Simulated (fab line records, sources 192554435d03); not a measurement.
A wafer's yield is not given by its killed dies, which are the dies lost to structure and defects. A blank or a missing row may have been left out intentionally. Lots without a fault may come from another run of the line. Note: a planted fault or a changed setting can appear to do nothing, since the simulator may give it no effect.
Lot-split experiment -- flow n5Finfet -- on a route of 1938 steps: 7 lots, 21 wafers read

## ON THE SPLIT
At N5_GATE_CUT_EXPOSE_10 (exposes mask GATE CUT, target cd 20 nm), the setting doseMj was moved away from the recipe's 43.25 on 5 of the 21 wafers read, by +2.8% to +6.2%. All remaining wafers had this setting at the recipe value.

## FROM THE SPLIT TO THE READING: what the file shows between them, 2 steps
- N5_GATE_CUT_PEB_11: peb time 60 s
- N5_GATE_CUT_DEVELOP_12: develop time 30 s

## THE READING
At N5_GATE_CUT_CD_MEAS_13: cdNm in nanometres, against a target cd of 20 nm. Typical for fault-free wafers on this fab line: 19.91 nm, with standard deviation 0.21 nm.

wafer,"tool, chamber at the split",doseMj as run,against the recipe,"cdNm, nm",against lot-mates on the recipe
L076.1,"euvScanner-01, 0",44.45,+2.8%,20.68,+1.07
L076.3,"euvScanner-01, 0",44.45,+2.8%,20.61,+1.00
L076.5,"euvScanner-01, 0",43.25,recipe,19.61,-
L077.1,"euvScanner-01, 0",43.25,recipe,19.96,-
L077.2,"euvScanner-01, 0",43.25,recipe,19.76,-
L077.6,"euvScanner-01, 0",43.25,recipe,20.05,-
L079.4,"euvScanner-02, 0",43.25,recipe,19.69,-
L079.5,"euvScanner-02, 0",43.25,recipe,19.65,-
L079.6,"euvScanner-02, 0",43.25,recipe,19.96,-
L081.1,"euvScanner-02, 0",43.25,recipe,19.69,-
L081.5,"euvScanner-02, 0",45.95,+6.2%,21.29,+1.60
L081.6,"euvScanner-02, 0",45.95,+6.2%,21.53,+1.84
L082.2,"euvScanner-02, 0",43.25,recipe,20.14,-
L082.3,"euvScanner-02, 0",43.25,recipe,19.97,-
L082.5,"euvScanner-02, 0",43.25,recipe,19.99,-
L086.1,"euvScanner-01, 0",43.25,recipe,20.33,-
L086.2,"euvScanner-01, 0",45.75,+5.8%,20.82,+0.58
L086.4,"euvScanner-01, 0",43.25,recipe,20.15,-
L087.1,"euvScanner-02, 0",43.25,recipe,19.88,-
L087.2,"euvScanner-02, 0",43.25,recipe,20.00,-
L087.4,"euvScanner-02, 0",43.25,recipe,19.83,-

THE FIT
A straight line over all 21 wafers: cdNm changes by +0.219 nm for each +1% of doseMj; r = +0.92; the points scatter about the line by 0.21 nm.
The same after taking each lot's own level away (the mean of its wafers on the recipe; 21 wafers): +0.237 nm for each +1%; r = +0.91; scatter 0.25 nm.
According to that fit, moving doseMj by its largest amount changes the reading by 1.5 nm.
The span of the lots' own levels, 19.610 to 20.240 nm, comes to 3.0 times the standard deviation stated above.
Hence the lot-to-lot level has little effect on the slope; both slopes agree.
Check: for one of the wafers moved furthest among these (+6.2%), held out of the fit, the line's prediction against its lot-mates is +1.46 nm. It came out at +1.6 nm against them.

## THE WHOLE CHAIN: every reading that the file lists as answering this split, in the file's order
step,what it does,reading,change (the file's fit),r (the file's)
N5_GATE_CUT_CD_MEAS_13,target cd 20 nm,cdNm,+0.212 nm for each +1% of the setting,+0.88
N5_GATE_CUT_DESCUM_18,"chemistry O2, time 7 s","GATE_CUT.cdNm (the simulator's own value, which no gauge read)",+0.198 nm for each +1% of the setting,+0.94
N5_GATE_CUT_ETCH_28,"etches underlayer in N2/H2, target depth 13 nm, time 10.4 s","GATE_CUT.cdNm (the simulator's own value, which no gauge read)",+0.191 nm for each +1% of the setting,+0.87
N5_GATE_CUT_ETCH_37,"etches SOC in N2/H2, target depth 60 nm, overetch 12 nm, time 90 s","GATE_CUT.cdNm (the simulator's own value, which no gauge read)",+0.221 nm for each +1% of the setting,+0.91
N5_GATE_CUT_ETCH_19,"etches SiNx in CH3F/O2, target depth 53.7 nm, time 76.7 s","GATE_CUT.cdNm (the simulator's own value, which no gauge read)",+0.207 nm for each +1% of the setting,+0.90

## FILE'S OWN FIT
cdNm changes by +0.212 nm for each +1% of doseMj, r = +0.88.
